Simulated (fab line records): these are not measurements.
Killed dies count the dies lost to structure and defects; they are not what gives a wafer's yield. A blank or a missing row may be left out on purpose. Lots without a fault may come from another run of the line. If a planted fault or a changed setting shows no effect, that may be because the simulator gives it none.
Chamber matching + flow nand_harc + NHARC_A_CONTACT_DESCUM_47 on rie_diel-01 has 4 sister chambers
The step chemistry O2, time 3 s. 8 wafers are shown with their chamber, then 7 later ones without.

WAFERS WITH THEIR CHAMBER
| wafer  | chamber | drypump_motor_current_A (A) | showerhead_plenum_p_Torr (Torr) |
|--------|---------|-----------------------------|---------------------------------|
| L805.4 | 2       | 5.7                         | 1.84                            |
| L807.1 | 3       | 5.4                         | 1.87                            |
| L807.6 | 0       | 5.0                         | 1.90                            |
| L809.1 | 1       | 6.4                         | 1.92                            |
| L809.4 | 1       | 6.3                         | 1.92                            |
| L809.5 | 3       | 5.4                         | 1.86                            |
| L820.1 | 0       | 5.0                         | 1.89                            |
| L820.3 | 2       | 5.7                         | 1.84                            |

WAFERS WHOSE CHAMBER IS MISSING
| wafer  | drypump_motor_current_A (A) | showerhead_plenum_p_Torr (Torr) |
|--------|-----------------------------|---------------------------------|
| L820.4 | 6.4                         | 1.91                            |
| L823.2 | 6.4                         | 1.91                            |
| L823.4 | 5.4                         | 1.86                            |
| L823.6 | 6.4                         | 1.91                            |
| L822.1 | 5.7                         | 1.84                            |
| L822.2 | 5.4                         | 1.86                            |
| L822.3 | 6.3                         | 1.91                            |

CHAMBER TAKEN BY EACH
| wafer  | from the rows above | in truth |
|--------|---------------------|----------|
| L820.4 | 1                   | 1        |
| L823.2 | 1                   | 1        |
| L823.4 | 3                   | 3        |
| L823.6 | 1                   | 1        |
| L822.1 | 2                   | 2        |
| L822.2 | 3                   | 3        |
| L822.3 | 1                   | 1        |
Correctly placed: 7 of 7. Not placeable from these rows: 0. Placed wrongly: 0.
How it was worked out, from the rows above alone: a wafer's distance from a chamber is the root of the sum, over the readings, of the square of ((its reading less the chamber's mean) divided by the reading's scatter). If the next closest chamber is less than 2 further off than the closest, the wafer can't be placed; otherwise it belongs to the closest. Each chamber's mean is taken over the wafers shown for it. How the scatter is found: for the shown wafers, subtract from each reading the mean of its chamber, square and add these, divide the total by (wafers less chambers), then take the root.
